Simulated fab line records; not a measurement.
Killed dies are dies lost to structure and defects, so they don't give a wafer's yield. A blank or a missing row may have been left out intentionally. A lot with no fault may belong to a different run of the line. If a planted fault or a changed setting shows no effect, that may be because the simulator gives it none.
Struck lot and sound lot, side by side || flow n5_finfet || 27 out of 1938 route steps
Sound: wafers L877.2, L877.5, L877.6. Struck: wafers L880.2, L880.3, L880.6. The cause is named last.
Per side, at each step with rows, come the tool, then ch with its chambers, and then its first start. Under that, the readings that differ: sound wafers || struck wafers || difference of the means || sigmas: that difference in standard deviations of wafers without a fault.
alike: a reading whose means differ by less than 2 such deviations, as well as words and numbers matching on both sides. not compared: withheld readings; readings where some wafer has no value; bounds like >300 that might hide an equal value; numbers whose values overlap and for which the record gives no deviation.
A row with sigmas, a row that says differs or no value, or rows on one side alone: a step with any of these is where the two part. Numbers that don't overlap but have no deviation are shown without sigmas and don't part them. A reading that every wafer of one side lacks parts them only if that side has two wafers or more.

first, 1 step without rows for these wafers: N5_BEOL_M3_DEVELOP_10 (develop time 30 s).
N5_BEOL_M3_CD_MEAS_11: target cd 17.05 nm.
  sound on cd_sem-03 ch 0, day 8 08:21; struck on cd_sem-02 ch 0, day 9 02:25
  alike: cd_nm
N5_BEOL_M3_OVL_MEAS_12:
  sound on overlay-01 ch 0, day 8 08:23; struck on overlay-02 ch 0, day 9 02:26
  alike: M3_OVL
N5_BEOL_M3_INSPECT_13: inspects for defects (brightfield).
  sound: defect_inspect-02 at day 8 08:26; struck: defect_inspect-02 at day 9 02:30
  alike: raw_defect_count
N5_BEOL_M3_DESCUM_16: chemistry O2, time 7 s.
  sound on rie_diel-06 ch 1,2,3, day 8 08:28; struck on rie_diel-01 ch 2,3, day 9 02:32
  alike: drypump_motor_current_A, oes_product_au, rf_vpp_V, showerhead_plenum_p_Torr, throttle_valve_pct
  not compared: rf_hours_counter_h
N5_BEOL_M3_ETCH_74: etches underlayer in N2/H2, target depth 6.5 nm, time 5.2 s.
  sound on rie_diel-06 ch 1,2,3, day 8 08:30; struck on rie_diel-01 ch 2,3, day 9 02:34
  alike: drypump_motor_current_A, etch_rf_on_time_s, h2_flow_sccm, oes_product_au, rf_vpp_V, showerhead_plenum_p_Torr, throttle_valve_pct
  not compared: rf_hours_counter_h
N5_BEOL_M3_ETCH_63: etches SiARC in CF4, target depth 15.6 nm, time 26 s.
  sound on rie_diel-06 ch 1,2,3, day 8 08:31; struck on rie_diel-01 ch 2,3, day 9 02:35
  alike: drypump_motor_current_A, etch_rf_on_time_s, oes_product_au, rf_vpp_V, showerhead_plenum_p_Torr, throttle_valve_pct
  not compared: rf_hours_counter_h
N5_BEOL_M3_ETCH_64: etches SOC in N2/H2, target depth 75 nm, overetch 15 nm, time 112.5 s.
  sound on rie_diel-06 ch 1,2,3, day 8 08:33; struck on rie_diel-01 ch 2,3, day 9 02:37
  alike: drypump_motor_current_A, h2_flow_sccm, oes_product_au, rf_vpp_V, showerhead_plenum_p_Torr, throttle_valve_pct
  not compared: rf_hours_counter_h
then, 3 steps without rows for these wafers: N5_BEOL_M3_STRIP_65 (strips in N2/H2); N5_BEOL_M3_STRIP_75 (strips in N2/H2); N5_BEOL_M3_STRIP_66 (strips in CF4).
N5_BEOL_M3_HM_OPEN_17: chemistry Cl2/BCl3, target TiN, target depth 20 nm, overetch 6 nm.
  sound on rie_metal-02 ch 0,1, day 8 08:43; struck on rie_metal-02 ch 0, day 9 02:47
  alike: drypump_motor_current_A, oes_product_au, throttle_valve_pct
  not compared: rf_hours_counter_h
N5_BEOL_M3_STRIP_19: strips in O2.
  sound on rie_diel-06 ch 1,2, day 8 08:50; struck on rie_diel-06 ch 1,2,3, day 9 02:53
  alike: drypump_motor_current_A, oes_product_au, rf_vpp_V, showerhead_plenum_p_Torr, throttle_valve_pct
  not compared: rf_hours_counter_h
N5_BEOL_M3_CD_MEAS_18: pitch 36 nm, target cd 18 nm.
  sound: cd_sem-02 at day 8 08:55; struck: cd_sem-01 at day 9 02:58
  alike: cd_nm
then, 9 steps without rows for these wafers: N5_BEOL_M3_COAT_67 (time 60 s, resist thk 60 nm); N5_BEOL_M3_COAT_68 (time 60 s, resist thk 12 nm); N5_BEOL_M3_COAT_76 (time 60 s, resist thk 5 nm); N5_BEOL_M3_COAT_22 (resist thk 30 nm); N5_BEOL_M3_EBR_24; N5_BEOL_M3_SOFTBAKE_23 (time 60 s); N5_BEOL_M3_EXPOSE_25 (exposes mask V2, defocus 5 nm); N5_BEOL_M3_PEB_26 (peb time 60 s); N5_BEOL_M3_DEVELOP_27 (develop time 30 s).
N5_BEOL_M3_CD_MEAS_28: target cd 25.7 nm, target cd y 23.3 nm.
  sound on cd_sem-03 ch 0, day 8 09:14; struck on cd_sem-01 ch 0, day 9 03:24
  alike: cd_nm
N5_BEOL_M3_OVL_MEAS_29:
  sound on overlay-02 ch 0, day 8 09:16; struck on overlay-01 ch 0, day 9 03:26
  alike: V2_OVL
N5_BEOL_M3_INSPECT_30: inspects for defects (brightfield).
  sound: defect_inspect-02 at day 8 09:19; struck: defect_inspect-02 at day 9 03:29
{"reading": "raw_defect_count", "sound": "458 506 541", "struck": "1900 1894 1628", "difference": "+1306", "sigmas": "+13"}
then, 1 step without rows for these wafers: N5_BEOL_M3_DESCUM_33 (chemistry O2, time 7 s).

WHERE THEY PART
Within this record, at N5_BEOL_M3_INSPECT_30 only.

WHY: what the simulator had put in
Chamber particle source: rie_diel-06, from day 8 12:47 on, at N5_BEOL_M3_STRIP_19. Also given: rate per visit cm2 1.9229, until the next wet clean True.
